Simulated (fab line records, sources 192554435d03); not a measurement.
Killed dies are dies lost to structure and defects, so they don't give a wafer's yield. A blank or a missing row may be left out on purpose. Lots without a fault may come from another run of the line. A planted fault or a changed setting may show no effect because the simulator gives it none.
A struck lot beside a sound one | flow n5_finfet | 15 steps out of a route of 1938
Sound: wafers L273.2, L273.4, L273.6. Struck: wafer L275.2. (L275.4, L275.5 of the same lot were not struck and are left out.) The cause comes at the end.
At each step with rows: each side's tool, then ch and its chambers, then its first start. Under that, the readings that differ: sound wafers | struck wafers | difference of the means | sigmas: that difference in standard deviations of wafers without a fault.
alike: readings whose means differ by less than 2 such deviations, and words and numbers that are the same on both sides. not compared: withheld readings, readings that some wafer has no value for, bounds like >300 that may hide the same value, and numbers for which the record gives no deviation and whose values overlap.
The two part at a step that has a row with sigmas, a row that says differs or no value, or rows on one side only. Numbers that don't overlap but have no deviation are shown without sigmas and don't part them. A reading that every wafer of one side lacks parts them only if that side has two wafers or more.

N5_BEOL_M8_OVL_MEAS_29:
  sound on overlay-02 ch 0, day 9 23:30; struck on overlay-01 ch 0, day 10 15:56
  alike: V7_OVL
N5_BEOL_M8_INSPECT_30: inspects for defects (brightfield).
  sound on defect_inspect-02, day 9 23:33; struck on defect_inspect-01, day 10 15:59
  reading          | sound       | struck | difference | sigmas
  raw_defect_count | 271 325 270 | 518    | +229       | +2
N5_BEOL_M8_DESCUM_33: chemistry O2, time 7 s.
  sound on rie_diel-06 ch 1,2,3, day 9 23:35; struck on rie_diel-06 ch 3, day 10 16:10
  alike: drypump_motor_current_A, oes_product_au, rf_fwd_power_W, rf_vpp_V, showerhead_plenum_p_Torr, throttle_valve_pct
  not compared: rf_hours_counter_h
N5_BEOL_M8_ETCH_72: etches underlayer in N2/H2, target depth 6.5 nm, time 5.2 s.
  sound on rie_diel-06 ch 1,2,3, day 9 23:37; struck on rie_diel-06 ch 3, day 10 16:12
  alike: drypump_motor_current_A, etch_rf_on_time_s, oes_product_au, rf_fwd_power_W, rf_vpp_V, showerhead_plenum_p_Torr, throttle_valve_pct
  not compared: rf_hours_counter_h
N5_BEOL_M8_ETCH_65: etches SiARC in CF4, target depth 15.6 nm, time 26 s.
  sound on rie_diel-06 ch 1,2,3, day 9 23:38; struck on rie_diel-06 ch 3, day 10 16:13
  alike: drypump_motor_current_A, etch_rf_on_time_s, oes_product_au, rf_fwd_power_W, rf_vpp_V, showerhead_plenum_p_Torr, throttle_valve_pct
  not compared: rf_hours_counter_h
N5_BEOL_M8_ETCH_66: etches SOC in N2/H2, target depth 80 nm, overetch 16 nm, time 120 s.
  sound on rie_diel-06 ch 1,2,3, day 9 23:40; struck on rie_diel-06 ch 3, day 10 16:14
  alike: drypump_motor_current_A, oes_product_au, rf_fwd_power_W, rf_vpp_V, showerhead_plenum_p_Torr, throttle_valve_pct
  not compared: rf_hours_counter_h
then, 4 steps without rows for these wafers: N5_BEOL_M8_STRIP_69 (strips in N2/H2); N5_BEOL_M8_STRIP_73 (strips in N2/H2); N5_BEOL_M8_VIA_ETCH_34 (etches SiCOH lowk in C4F6/O2, target depth 125.5 nm, time 50.5 s); N5_BEOL_M8_STRIP_76 (strips in C4F6/O2).
N5_BEOL_M8_STRIP_36: strips in N2/H2.
  sound on rie_diel-06 ch 1,2,3, day 9 23:49; struck on rie_diel-06 ch 3, day 10 16:24
  alike: drypump_motor_current_A, oes_product_au, rf_vpp_V, showerhead_plenum_p_Torr, throttle_valve_pct
  not compared: rf_hours_counter_h
then, 1 step without rows for these wafers: N5_BEOL_M8_TRENCH_ETCH_37 (etches SiCOH lowk in C4F6/O2, target depth 93.478 nm, time 31.2 s).
N5_BEOL_M8_ETCH_41: etches SiCN in CH3F/O2, target depth 31.9 nm, time 57.8 s.
  sound on rie_diel-06 ch 1,2,3, day 9 23:53; struck on rie_diel-06 ch 3, day 10 16:28
  reading                  | sound             | struck | difference | sigmas
  oes_product_au (a.u.)    | 0.68 0.78 0.77    | 1.11   | +0.37      | +4
  model.etch.depth_nm (nm) | 21.13 22.04 21.67 | 37.04  | +15.43     |
  alike: drypump_motor_current_A, rf_fwd_power_W, rf_vpp_V, showerhead_plenum_p_Torr, throttle_valve_pct
  not compared: rf_hours_counter_h
then, 2 steps without rows for these wafers: N5_BEOL_M8_STRIP_80 (strips in N2/H2, time 10 s); N5_PASSIVATION_PROBE_49.

WHERE THEY PART
First at N5_BEOL_M8_INSPECT_30; last, within this record, at N5_BEOL_M8_ETCH_41.

WHY: what the simulator had put in
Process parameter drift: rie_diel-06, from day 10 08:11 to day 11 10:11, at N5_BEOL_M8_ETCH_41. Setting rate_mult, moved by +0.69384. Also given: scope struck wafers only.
